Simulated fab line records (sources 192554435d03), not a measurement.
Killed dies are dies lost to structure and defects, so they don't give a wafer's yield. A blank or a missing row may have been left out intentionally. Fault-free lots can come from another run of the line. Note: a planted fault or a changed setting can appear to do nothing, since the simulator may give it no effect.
Chamber matching    flow n5 finfet    4 sister chambers for N5_BEOL_M0_SAQP_SPACER2_ALD_26 on ald sin-04
The step deposits SiO2, target thk 15 nm, pulse time 1 s, purge time 2 s. 4 wafers are shown with their chamber, then 9 later ones without.

== EACH WAFER AND ITS CHAMBER ==
wafer   chamber  heater power w (W)
L084.3  2        458
L089.6  3        467
L091.2  1        480
L091.6  0        508

== WAFERS MISSING THEIR CHAMBER ==
wafer   heater power w (W)
L092.2  456
L092.5  493
L092.6  506
L094.4  502
L094.5  461
L094.6  473
L097.1  463
L097.4  508
L097.5  503

== CHAMBER TAKEN BY EACH ==
wafer   from the rows above           in truth
L092.2  can't be placed: 2 or 3       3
L092.5  can't be placed: 1 or 0       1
L092.6  0                             0
L094.4  0                             0
L094.5  can't be placed: 2 or 3       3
L094.6  can't be placed: 3 or 1 or 2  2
L097.1  can't be placed: 3 or 2       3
L097.4  0                             0
L097.5  0                             0
4 of 9 placed correctly. Cannot be placed on the basis of these rows: 5; the candidates contain the true chamber in 5. Wrongly placed: 0.
How it was worked out, from the rows above alone: a wafer's distance from a chamber is the root of the sum, over the readings, of the square of ((its reading less the chamber's mean) divided by the reading's scatter). The wafer belongs to the nearest chamber; if the next one is less than 2 further off, it can't be placed. The mean given for a chamber averages the wafers shown for that chamber. The scatter (one wafer shown for each chamber): square how far every hidden wafer sits from the nearest shown wafer, average those squares and take the square root.
